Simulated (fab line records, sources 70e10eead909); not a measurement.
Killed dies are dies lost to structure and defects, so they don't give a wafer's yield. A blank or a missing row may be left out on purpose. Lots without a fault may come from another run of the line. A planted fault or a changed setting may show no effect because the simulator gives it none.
fab line records | flow nand_harc
record lots=6 wafers=18 last_day=25
route steps=1159 shown A_SOURCE_PLATE@414 A_ONON_D1@424 A_CHANNEL_HOLE_D1@450 END@1159
lots that met no fault: from a run of the same line without faults
start_h: hours from the record's first day to the start of the lot's first wafer shown | wait_h: hours since the lot's step before | " the same as in the row above | L1.1+2: a row that stands for several wafers | - no value, or no start given | * or withheld: withheld | < > ~ a bound
route shown NAME@n: a module of which the file shows steps, and the number in the route of the first | usual: mean/standard deviation of fault-free wafers | same: alike in all rows | chamber/n: place in a boat | sites: the reading at each site | _std_site: their standard deviation | _edge_site: outer sites' mean less inner sites' | radius_mm: how far each site lies from the wafer's centre | mask NAME#n: copy n | behind: the tool/chamber that last shaped the wafer | hold: why the lot was held/for how many hours/how that ended | device: the transistor (n, p or np) that didn't switch | end of line: the same wafers' tests at the end of the route | a step without rows: its recipe alone | killed: dies lost to structure and defects at the first sort, not the wafer's yield | map: a wafer's dies, x killed, . not, _ none there
set.NAME: the setting as run; set.NAME@STEP: as run at that earlier step | model.NAME: the simulator's own value behind a step, which no gauge read
lots at some steps of the route; a table a step, a row a wafer
services: from which hour (start_h, from the record's first day; less than 0 if before it) a tool's chamber was out of use, for how many hours, and why
## steps
# step NHARC_A_SOURCE_PLATE_SRD_01
# step NHARC_A_SOURCE_PLATE_OXIDE_02
# recipe target_thk_a=100 temp_c=900 ox_time_s=1362 material=SiO2
# step NHARC_A_SOURCE_PLATE_THK_MEAS_09
# recipe thk_meas_gauge=ellipsometry
# usual thk_nm=9.6/1.1
# columns lot.wafer tool chamber start_h wait_h thk_nm
L245.1 film_metro-02 - 191.37 0.4 8.4
L245.2 " - " " 9.6
L245.6 " - " " 9.1
L249.3 film_metro-02 - 218.68 0.4 10.4
L249.4 " - " " 11.1
L249.5 " - " " 9.2
L252.2 film_metro-02 - 243.72 0.4 10.4
L252.3 " - " " 9.6
L252.6 " - " " 10.8
L257.1 film_metro-01 - 258.63 0.4 9.0
L257.4 " - " " 9.5
L257.6 " - " " 8.3
L259.1 film_metro-02 - 274.50 0.4 9.9
L259.2 " - " " 10.2
L259.4 " - " " 8.2
L260.2 film_metro-01 - 274.50 0.4 9.6
L260.3 " - " " 7.9
L260.4 " - " " 9.7
# step NHARC_A_SOURCE_PLATE_PVD_04
# recipe target_thk_a=500 material=WSi2
# step NHARC_A_SOURCE_PLATE_CVD_03
# recipe target_thk_a=2000 temp_c=620 pressure_mtorr=200 time_s=4000 material=poly-Si
# step NHARC_A_SOURCE_PLATE_ANNEAL_05
# recipe temp_c=850 time_s=1800
# step NHARC_A_SOURCE_PLATE_THK_MEAS_06
# recipe thk_meas_gauge=ellipsometry
# usual thk_nm=200.6/2.3
# columns lot.wafer tool chamber start_h wait_h thk_nm
L245.1 film_metro-01 - 204.54 0.4 200.9
L245.2 " - " " 202.1
L245.6 " - " " 201.3
L249.3 film_metro-01 - 231.64 0.4 200.3
L249.4 " - " " 201.0
L249.5 " - " " 204.7
L252.2 film_metro-02 - 259.53 0.4 206.5
L252.3 " - " " 203.8
L252.6 " - " " 206.1
L257.1 film_metro-01 - 272.65 0.4 201.9
L257.4 " - " " 200.0
L257.6 " - " " 202.0
L259.1 film_metro-01 - 287.65 0.4 199.8
L259.2 " - " " 199.7
L259.4 " - " " 201.7
L260.2 film_metro-02 - 287.65 0.4 197.8
L260.3 " - " " 196.1
L260.4 " - " " 197.1
# step NHARC_A_SOURCE_PLATE_INSPECT_08
# usual raw_defect_count=59/25
# columns lot.wafer tool chamber start_h wait_h raw_defect_count
L245.1 defect_inspect-01 - 204.63 0.0 27
L245.2 " - " " 22
L245.6 " - " " 20
L249.3 defect_inspect-02 - 231.70 0.0 58
L249.4 " - " " 76
L249.5 " - " " 134
L252.2 defect_inspect-01 - 259.59 0.0 34
L252.3 " - " " 46
L252.6 " - " " 32
L257.1 defect_inspect-02 - 272.72 0.0 67
L257.4 " - " " 99
L257.6 " - " " 88
L259.1 defect_inspect-01 - 287.73 0.0 76
L259.2 " - " " 69
L259.4 " - " " 43
L260.2 defect_inspect-02 - 287.74 0.0 32
L260.3 " - " " 41
L260.4 " - " " 31
# step NHARC_A_ONON_D1_DEP_00
# recipe target_thk_a=10000 n2_flow_sccm=2750 n2o_flow_sccm=2000 nh3_flow_sccm=500 sih4_flow_sccm=210 temp_c=400
# step NHARC_A_ONON_D1_THK_MEAS_02
# recipe thk_meas_gauge=ellipsometry
# usual thk_nm=1003/14
# columns lot.wafer tool chamber start_h wait_h thk_nm
L245.1 film_metro-02 - 205.52 - 999
L245.2 " - " " 998
L245.6 " - " " 998
L249.3 film_metro-02 - 232.28 - 992
L249.4 " - " " 993
L249.5 " - " " 992
L252.2 film_metro-01 - 260.17 - 983
L252.3 " - " " 983
L252.6 " - " " 981
L257.1 film_metro-02 - 273.30 - 1015
L257.4 " - " " 1016
L257.6 " - " " 1015
L259.1 film_metro-02 - 288.31 - 1009
L259.2 " - " " 1009
L259.4 " - " " 1009
L260.2 film_metro-01 - 288.32 - 1035
L260.3 " - " " 1035
L260.4 " - " " 1037
# step NHARC_A_ONON_D1_DEP_03
# recipe target_thk_a=10000 n2_flow_sccm=2750 n2o_flow_sccm=2000 nh3_flow_sccm=500 sih4_flow_sccm=210 temp_c=400
# usual susceptor_temp_C=400.00/0.21
# columns lot.wafer tool chamber start_h wait_h susceptor_temp_C
L245.1 pecvd_onon-04 0 205.58 0.1 399.99
L245.2 " 0 " " 399.76
L245.6 " 0 " " 399.75
L249.3 pecvd_onon-04 0 232.45 0.2 400.04
L249.4 " 0 " " 399.47
L249.5 " 0 " " 399.66
L252.2 pecvd_onon-04 0 260.29 0.1 399.70
L252.3 " 0 " " 399.97
L252.6 " 0 " " 400.23
L257.1 pecvd_onon-01 0 273.35 0.1 400.01
L257.4 " 0 " " 400.15
L257.6 " 0 " " 400.09
L259.1 pecvd_onon-01 0 288.37 0.1 399.66
L259.2 " 0 " " 400.04
L259.4 " 0 " " 399.91
L260.2 pecvd_onon-02 0 288.43 0.1 399.93
L260.3 " 0 " " 400.10
L260.4 " 0 " " 400.38
# step NHARC_A_ONON_D1_THK_MEAS_05
# recipe thk_meas_gauge=ellipsometry
# usual thk_nm=1002/12
# columns lot.wafer tool chamber start_h wait_h thk_nm
L245.1 film_metro-01 - 206.08 - 998
L245.2 " - " " 999
L245.6 " - " " 1001
L249.3 film_metro-02 - 232.85 - 1016
L249.4 " - " " 1017
L249.5 " - " " 1015
L252.2 film_metro-01 - 260.75 - 1018
L252.3 " - " " 1018
L252.6 " - " " 1019
L257.1 film_metro-01 - 273.86 - 997
L257.4 " - " " 998
L257.6 " - " " 997
L259.1 film_metro-02 - 288.87 - 1002
L259.2 " - " " 1000
L259.4 " - " " 1001
L260.2 film_metro-01 - 288.89 - 1000
L260.3 " - " " 1000
L260.4 " - " " 999
# step NHARC_A_ONON_D1_DEP_06
# recipe target_thk_a=10000 n2_flow_sccm=2750 n2o_flow_sccm=2000 nh3_flow_sccm=500 sih4_flow_sccm=210 temp_c=400
# step NHARC_A_ONON_D1_THK_MEAS_08
# recipe thk_meas_gauge=ellipsometry
# usual thk_nm=1000/8.6
# columns lot.wafer tool chamber start_h wait_h thk_nm
L245.1 film_metro-02 - 206.66 - 996
L245.2 " - " " 996
L245.6 " - " " 996
L249.3 film_metro-02 - 233.41 - 1006
L249.4 " - " " 1005
L249.5 " - " " 1003
L252.2 film_metro-01 - 261.31 - 1012
L252.3 " - " " 1013
L252.6 " - " " 1014
L257.1 film_metro-01 - 274.43 - 997
L257.4 " - " " 998
L257.6 " - " " 998
L259.1 film_metro-01 - 289.44 - 986
L259.2 " - " " 984
L259.4 " - " " 983
L260.2 film_metro-02 - 289.45 - 994
L260.3 " - " " 991
L260.4 " - " " 993
# step NHARC_A_ONON_D1_DEP_09
# recipe target_thk_a=10000 n2_flow_sccm=2750 n2o_flow_sccm=2000 nh3_flow_sccm=500 sih4_flow_sccm=210 temp_c=400
# step NHARC_A_ONON_D1_THK_MEAS_11
# recipe thk_meas_gauge=ellipsometry
# usual thk_nm=998/11
# columns lot.wafer tool chamber start_h wait_h thk_nm
L245.1 film_metro-02 - 207.22 - 1004
L245.2 " - " " 1004
L245.6 " - " " 1006
L249.3 film_metro-01 - 233.98 - 993
L249.4 " - " " 995
L249.5 " - " " 995
L252.2 film_metro-01 - 261.88 - 1002
L252.3 " - " " 1003
L252.6 " - " " 1004
L257.1 film_metro-01 - 275.00 - 1005
L257.4 " - " " 1006
L257.6 " - " " 1007
L260.2 film_metro-02 - 290.01 - 992
L260.3 " - " " 993
L260.4 " - " " 992
L259.1 film_metro-01 - 290.01 - 1015
L259.2 " - " " 1012
L259.4 " - " " 1013
# step NHARC_A_ONON_D1_DEP_12
# recipe target_thk_a=10000 n2_flow_sccm=2750 n2o_flow_sccm=2000 nh3_flow_sccm=500 sih4_flow_sccm=210 temp_c=400
# step NHARC_A_ONON_D1_THK_MEAS_14
# recipe thk_meas_gauge=ellipsometry
# usual thk_nm=1000/12
# columns lot.wafer tool chamber start_h wait_h thk_nm
L245.1 film_metro-01 - 207.82 - 990
L245.2 " - " " 990
L245.6 " - " " 990
L249.3 film_metro-01 - 234.55 - 1020
L249.4 " - " " 1021
L249.5 " - " " 1022
L252.2 film_metro-02 - 262.47 - 1011
L252.3 " - " " 1013
L252.6 " - " " 1012
L257.1 film_metro-02 - 275.56 - 993
L257.4 " - " " 997
L257.6 " - " " 995
L260.2 film_metro-01 - 290.58 - 1021
L260.3 " - " " 1019
L260.4 " - " " 1020
L259.1 film_metro-02 - 290.59 - 997
L259.2 " - " " 995
L259.4 " - " " 995
# step NHARC_A_ONON_D1_ANNEAL_15
# recipe temp_c=750 time_s=3600
# step NHARC_A_ONON_D1_DEP_16
# recipe target_thk_a=10000 n2_flow_sccm=2750 n2o_flow_sccm=2000 nh3_flow_sccm=500 sih4_flow_sccm=210 temp_c=400
# step NHARC_A_ONON_D1_THK_MEAS_18
# recipe thk_meas_gauge=ellipsometry
# usual thk_nm=1002/7.8
# columns lot.wafer tool chamber start_h wait_h thk_nm
L245.1 film_metro-02 - 214.52 - 1018
L245.2 " - " " 1016
L245.6 " - " " 1018
L249.3 film_metro-02 - 241.72 - 1014
L249.4 " - " " 1014
L249.5 " - " " 1014
L252.2 film_metro-01 - 269.61 - 998
L252.3 " - " " 999
L252.6 " - " " 997
L257.1 film_metro-02 - 283.08 - 1002
L257.4 " - " " 1002
L257.6 " - " " 1003
L260.2 film_metro-01 - 295.25 - 996
L260.3 " - " " 995
L260.4 " - " " 996
L259.1 film_metro-02 - 295.60 - 994
L259.2 " - " " 994
L259.4 " - " " 994
# step NHARC_A_ONON_D1_DEP_19
# recipe target_thk_a=10000 n2_flow_sccm=2750 n2o_flow_sccm=2000 nh3_flow_sccm=500 sih4_flow_sccm=210 temp_c=400
# step NHARC_A_ONON_D1_THK_MEAS_21
# recipe thk_meas_gauge=ellipsometry
# usual thk_nm=1001/8.4
# columns lot.wafer tool chamber start_h wait_h thk_nm
L245.1 film_metro-01 - 215.08 - 995
L245.2 " - " " 997
L245.6 " - " " 996
L249.3 film_metro-02 - 242.28 - 1012
L249.4 " - " " 1010
L249.5 " - " " 1012
L252.2 film_metro-01 - 270.17 - 989
L252.3 " - " " 987
L252.6 " - " " 989
L257.1 film_metro-01 - 283.65 - 1006
L257.4 " - " " 1005
L257.6 " - " " 1006
L260.2 film_metro-01 - 295.82 - 995
L260.3 " - " " 996
L260.4 " - " " 998
L259.1 film_metro-01 - 296.17 - 983
L259.2 " - " " 984
L259.4 " - " " 983
# step NHARC_A_ONON_D1_DEP_22
# recipe target_thk_a=10000 n2_flow_sccm=2750 n2o_flow_sccm=2000 nh3_flow_sccm=500 sih4_flow_sccm=210 temp_c=400
# step NHARC_A_ONON_D1_THK_MEAS_24
# recipe thk_meas_gauge=ellipsometry
# usual thk_nm=999/12
# columns lot.wafer tool chamber start_h wait_h thk_nm
L245.1 film_metro-02 - 215.65 - 992
L245.2 " - " " 994
L245.6 " - " " 995
L249.3 film_metro-01 - 242.84 - 1009
L249.4 " - " " 1008
L249.5 " - " " 1009
L252.2 film_metro-02 - 270.74 - 981
L252.3 " - " " 981
L252.6 " - " " 981
L257.1 film_metro-01 - 284.22 - 1002
L257.4 " - " " 1004
L257.6 " - " " 1004
L260.2 film_metro-01 - 296.39 - 1011
L260.3 " - " " 1012
L260.4 " - " " 1012
L259.1 film_metro-02 - 296.74 - 993
L259.2 " - " " 993
L259.4 " - " " 993
# step NHARC_A_ONON_D1_DEP_25
# recipe target_thk_a=10000 n2_flow_sccm=2750 n2o_flow_sccm=2000 nh3_flow_sccm=500 sih4_flow_sccm=210 temp_c=400
# step NHARC_A_ONON_D1_THK_MEAS_27
# recipe thk_meas_gauge=ellipsometry
# usual thk_nm=996/11
# columns lot.wafer tool chamber start_h wait_h thk_nm
L245.1 film_metro-02 - 216.33 - 968
L245.2 " - " " 967
L245.6 " - " " 968
L249.3 film_metro-02 - 243.41 - 1002
L249.4 " - " " 1002
L249.5 " - " " 1004
L252.2 film_metro-01 - 271.30 - 998
L252.3 " - " " 999
L252.6 " - " " 998
L257.1 film_metro-02 - 284.78 - 969
L257.4 " - " " 971
L257.6 " - " " 970
L260.2 film_metro-02 - 296.95 - 989
L260.3 " - " " 991
L260.4 " - " " 992
L259.1 film_metro-01 - 297.30 - 998
L259.2 " - " " 998
L259.4 " - " " 997
# step NHARC_A_ONON_D1_DEP_28
# recipe target_thk_a=10000 n2_flow_sccm=2750 n2o_flow_sccm=2000 nh3_flow_sccm=500 sih4_flow_sccm=210 temp_c=400
# step NHARC_A_ONON_D1_THK_MEAS_30
# recipe thk_meas_gauge=ellipsometry
# usual thk_nm=999/7.8
# columns lot.wafer tool chamber start_h wait_h thk_nm
L245.1 film_metro-02 - 216.91 - 995
L245.2 " - " " 997
L245.6 " - " " 993
L249.3 film_metro-02 - 243.97 - 990
L249.4 " - " " 990
L249.5 " - " " 990
L252.2 film_metro-02 - 271.87 - 992
L252.3 " - " " 989
L252.6 " - " " 991
L257.1 film_metro-01 - 285.35 - 994
L257.4 " - " " 995
L257.6 " - " " 996
L260.2 film_metro-01 - 297.51 - 999
L260.3 " - " " 997
L260.4 " - " " 1000
L259.1 film_metro-02 - 297.86 - 1010
L259.2 " - " " 1010
L259.4 " - " " 1009
# step NHARC_A_ONON_D1_DEP_33
# recipe target_thk_a=2000 temp_c=400 pressure_torr=6.5 rf_w=900 teos_flow_sccm=161.4 flow_sccm=2650 target_thk_nm=200 gas=O2 material=SiO2
# usual heater_power_w=566/89 susceptor_temp_C=400.03/0.23 throttle_valve_pct=16.2/0.35
# columns lot.wafer tool chamber start_h wait_h heater_power_w susceptor_temp_C throttle_valve_pct
L245.1 pecvd-02 0 217.11 0.2 580 399.76 16.3
L245.2 " 1 " " 503 399.96 16.3
L245.6 " 0 " " 611 400.15 16.6
L249.3 pecvd-02 2 244.06 0.1 527 400.13 16.2
L249.5 " 0 " " 543 399.59 16.5
L249.4 " 1 " " 614 400.04 16.5
L252.3 pecvd-01 2 272.03 0.2 473 399.86 16.8
L252.2 " 0 " " 676 399.76 15.8
L252.6 " 1 " " 471 399.70 16.3
L257.1 pecvd-04 1 285.50 0.1 612 400.09 15.6
L257.6 " 2 " " 488 400.04 15.9
L257.4 " 1 " " 639 400.15 15.4
L260.2 pecvd-04 0 297.62 0.1 660 400.15 15.9
L260.3 " 1 " " 744 399.65 15.7
L260.4 " 1 " " 747 400.46 15.7
L259.2 pecvd-04 1 298.06 0.2 773 399.80 15.7
L259.1 " 2 " " 399 399.88 15.9
L259.4 " 0 " " 539 400.11 16.4
# step NHARC_A_ONON_D1_THK_MEAS_34
# recipe thk_meas_gauge=ellipsometry
# usual thk_nm=200/3.2
# columns lot.wafer tool chamber start_h wait_h thk_nm
L245.1 film_metro-02 - 217.52 - 199
L245.2 " - " " 198
L245.6 " - " " 202
L249.3 film_metro-01 - 244.48 - 195
L249.4 " - " " 203
L249.5 " - " " 195
L252.2 film_metro-01 - 272.40 - 198
L252.3 " - " " 199
L252.6 " - " " 202
L257.1 film_metro-02 - 285.82 - 198
L257.4 " - " " 200
L257.6 " - " " 206
L260.2 film_metro-01 - 297.98 - 202
L260.3 " - " " 201
L260.4 " - " " 201
L259.1 film_metro-02 - 298.42 - 206
L259.2 " - " " 198
L259.4 " - " " 202
# step NHARC_A_CHANNEL_HOLE_D1_DEP_00
# recipe target_thk_a=31000 temp_c=400 material=aC
# usual susceptor_temp_C=399.98/0.22 throttle_valve_pct=35.000/0.01
# columns lot.wafer tool chamber start_h wait_h susceptor_temp_C throttle_valve_pct
L245.1 acl_dep-01 0 218.13 0.5 399.48 34.999
L245.2 " 0 " " 399.88 35.002
L245.6 " 0 219.72 2.1 399.74 34.988
L249.3 acl_dep-03 0 247.31 2.8 400.33 34.995
L249.4 " 0 " " 400.32 34.989
L249.5 " 0 " " 400.21 35.003
L252.2 acl_dep-03 0 273.37 0.9 399.86 35.002
L252.3 " 0 " " 399.76 34.995
L252.6 " 0 " " 399.97 34.983
L257.1 acl_dep-02 0 285.97 0.1 - 35.020
L257.4 " 0 " " - 35.002
L257.6 " 0 " " - 35.012
L260.2 acl_dep-02 0 303.88 5.8 399.96 35.007
L260.3 " 0 " " 400.16 35.008
L260.4 " 0 " " 399.75 35.002
L259.1 acl_dep-02 0 305.46 7.0 400.20 35.001
L259.2 " 0 " " 400.01 34.999
L259.4 " 0 " " 399.96 34.988
# step NHARC_A_CHANNEL_HOLE_D1_DEP_01
# recipe target_thk_a=1400 target_thk_nm=140 temp_c=400 pressure_torr=3.5 flow_sccm=200 rf_w=350 material=SiON
# usual heater_power_w=775/80 susceptor_temp_C=400.00/0.25
# columns lot.wafer tool chamber start_h wait_h heater_power_w susceptor_temp_C
L245.1 pecvd-04 1 220.09 1.6 863 399.95
L245.2 " 2 " " 684 400.25
L245.6 " 0 " " 879 399.91
L249.3 pecvd-02 2 248.67 1.0 794 399.87
L249.4 " 2 " " 785 400.17
L249.5 " 0 " " 808 400.11
L252.3 pecvd-04 2 275.02 1.0 698 399.68
L252.2 " 0 " " 783 400.13
L252.6 " 2 " " 556 400.03
L257.1 pecvd-02 0 287.91 1.6 773 399.83
L257.4 " 2 " " 787 399.73
L257.6 " 1 " " 835 400.06
L260.2 pecvd-04 1 305.48 1.3 897 400.07
L260.3 " 0 " " 780 400.07
L260.4 " 2 " " 566 400.42
L259.1 pecvd-02 1 307.44 1.7 796 399.87
L259.2 " 2 " " 826 400.12
L259.4 " 1 " " 800 399.88
# step NHARC_A_CHANNEL_HOLE_D1_DEHYDRATE_02
# recipe temp_c=150 time_s=120
# step NHARC_A_CHANNEL_HOLE_D1_HMDS_03
# recipe time_s=30
# step NHARC_A_CHANNEL_HOLE_D1_COAT_36
# recipe temp_c=260 time_s=75
# step NHARC_A_CHANNEL_HOLE_D1_COAT_37
# recipe temp_c=225 time_s=65
# step NHARC_END_SORT_01
# recipe temp_c=25
# usual killed_at_array=27/11 killed_at_other=0.7/1.1 killed_at_periphery=3.6/2.4 killed_dies=32/11 killed_open=3.3/1.8 killed_short=2.1/1.5
# same gross_dies=677
# columns lot.wafer tool chamber start_h wait_h killed_at_array killed_at_other killed_at_periphery killed_dies killed_open killed_short
L249.3 prober-01 0 511.52 3.1 83 0 3 86 0 2
L249.4 prober-01 0 512.32 3.4 91 0 0 91 4 0
L249.5 prober-01 0 513.12 3.7 85 0 2 87 4 0
L252.2 prober-02 0 536.11 2.8 111 0 3 114 3 3
L252.3 prober-02 0 536.90 3.1 95 2 1 98 2 2
L252.6 prober-02 0 539.28 4.0 100 0 0 100 4 0
# killed by level:class
L249.3 A_ONON_D1:unspecified=59 A_SLIT:chamber_film_flake=12 A_CONTACT:chamber_film_flake=7 A_CHANNEL_HOLE_D1:chamber_film_flake=3 P_ZERO_WELL:geometric_particle:short=1 A_CONTACT:geometric_particle:short=1 P_ZERO_WELL:chamber_film_flake=1 P_M1:chamber_film_flake=1
L249.4 A_ONON_D1:unspecified=63 A_SLIT:chamber_film_flake=10 A_CONTACT:chamber_film_flake=8 A_CHANNEL_HOLE_D1:chamber_film_flake=3 A_STAIRCASE:chamber_film_flake=3 A_ONON_D1:geometric_particle:open=1 A_CHANNEL_HOLE_D1:geometric_particle:open=1 A_WL_FILL:geometric_particle:open=1
L249.5 A_ONON_D1:unspecified=67 A_CONTACT:chamber_film_flake=8 A_SLIT:chamber_film_flake=5 P_GATE:geometric_particle:open=1 A_ONON_D1:geometric_particle:open=1 A_WL_FILL:geometric_particle:open=1 A_M0:geometric_particle:open=1 P_M1:chamber_film_flake=1
L252.2 A_ONON_D1:unspecified=67 A_CHANNEL_HOLE_D1:chamber_film_flake=20 A_SLIT:chamber_film_flake=13 A_CONTACT:chamber_film_flake=3 P_M1:geometric_particle:short=1 A_CHANNEL_FILL_D1:geometric_particle:short=1 A_SLIT:geometric_particle:open=1 A_WL_FILL:geometric_particle:open=1
L252.3 A_ONON_D1:unspecified=57 A_CHANNEL_HOLE_D1:chamber_film_flake=23 A_SLIT:chamber_film_flake=10 THIN_TSV:chamber_film_flake=2 P_M0:geometric_particle:open=1 A_CHANNEL_FILL_D1:geometric_particle:short=1 A_WL_FILL:geometric_particle:short=1 A_M0:geometric_particle:open=1
L252.6 A_ONON_D1:unspecified=74 A_CHANNEL_HOLE_D1:chamber_film_flake=14 A_SLIT:chamber_film_flake=4 A_M1:geometric_particle:open=2 A_CHANNEL_FILL_D1:geometric_particle:open=1 A_CONTACT:geometric_particle:open=1 A_CHANNEL_FILL_D1:chamber_film_flake=1 A_STAIRCASE:chamber_film_flake=1
# map L249.4 (x killed, . not)
____________.____________
_________....x.._________
_______......x.xxx_______
______.........xx.x______
_____...........x.xx_____
____.................____
____.................____
___.x.................___
___x.....x............___
__........x............__
__...x.x...............__
_..xxxx..x.............._
_...xxxxx..............x_
_.xxxxxxx..............._
_.xxxxxxxxx............._
_.xxxxxxxx......x......._
...xxxxxxx...............
.x.xxxxxxx............x..
...xxxxxx.........xx.....
.....xxxx.........x......
......xxx..............x.
_...x..................._
_......................._
_......................._
_......................._
_..........x.x.........._
__.........x...........__
__.......x.............__
___...................___
___...................___
____.................____
____.................____
_____..............._____
______.............______
_______..........._______
_________......._________
____________.____________
# map L252.2 (x killed, . not)
____________.____________
_________.....xx_________
_______........xxx_______
______.x.x....xxx..______
_____.........xx..x._____
____..........x......____
____..............x..____
___.............x.....___
___x..................___
__..x..................__
__.........x...........__
_..xxxxx..x............._
_..xxxxx.x.............._
_.x.xxxxx..............._
_.xxxxxxxx.............._
_.xxxxxxxx.............._
...x.xxxxx...............
...xxxxxx..x.............
....xxxxx................
..xxxxxxxx...............
...xxxxx.................
_......x................_
_...x.....x............._
_......................._
_....x....x............._
_......................._
__............x.x.x....__
__.x......xx...x..x....__
___..........x.xx.....___
___...........x..x....___
____.........xx.xxx..____
____.........xx..xx..____
_____.......x...x..._____
______........x....______
_______..........._______
_________......._________
____________.____________
## services
# columns tool chamber start_h hours kind
pecvd_onon-01 - 195.00 13.0 pm
pecvd-04 - 195.23 13.0 pm
pecvd-04 0 195.23 13.0 vent_cycle
pecvd-04 1 195.23 13.0 vent_cycle
pecvd-04 2 195.23 13.0 vent_cycle
pecvd-04 0 208.23 - clean
pecvd-04 1 208.23 - clean
pecvd-04 2 208.23 - clean
acl_dep-03 - 223.93 13.0 pm
pecvd-04 - 230.87 0.7 repair
pecvd_onon-04 - 237.09 13.0 pm
pecvd-01 - 237.32 13.0 pm
pecvd-01 0 237.32 13.0 vent_cycle
pecvd-01 1 237.32 13.0 vent_cycle
pecvd-01 2 237.32 13.0 vent_cycle
pecvd-01 0 250.32 - clean
pecvd-01 1 250.32 - clean
pecvd-01 2 250.32 - clean
pecvd-02 - 291.52 0.6 repair
pecvd_onon-02 - 292.00 13.0 pm
acl_dep-01 - 294.81 13.0 pm
## key
first_sign step=NHARC_END_SORT_01 reading=killed_at_array direction=up sigmas=6.2 usual=27 struck=94
effect step=NHARC_END_SORT_01 reading=killed_dies direction=up sigmas=5.8 usual=32 struck=96
more_kills_born_at NHARC_A_ONON_D1_DEP_03@pecvd_onon-04=387
met_at NHARC_A_ONON_D1_DEP_03
struck_wafers L249.3,L249.4,L249.5,L252.2,L252.3,L252.6
tester_left_out L249,L252
onset_between 205.58 232.45
also_fits NHARC_A_CHANNEL_HOLE_D1_DEP_00:acl_dep-03
fault kind=chamber_particle_source tool=pecvd_onon-04 chamber=- onset_h=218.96 steps=NHARC_A_ONON_D1_DEP_03 rate_per_visit_cm2=0.38781 end_h=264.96
# tester_left_out: of these lots the tester's yield and bins aren't shown, on N5 and GAA mostly nor the transistor test; their killed dies are dies lost to structure and defects alone, not to doping, threshold or leakage, so they don't give the yield
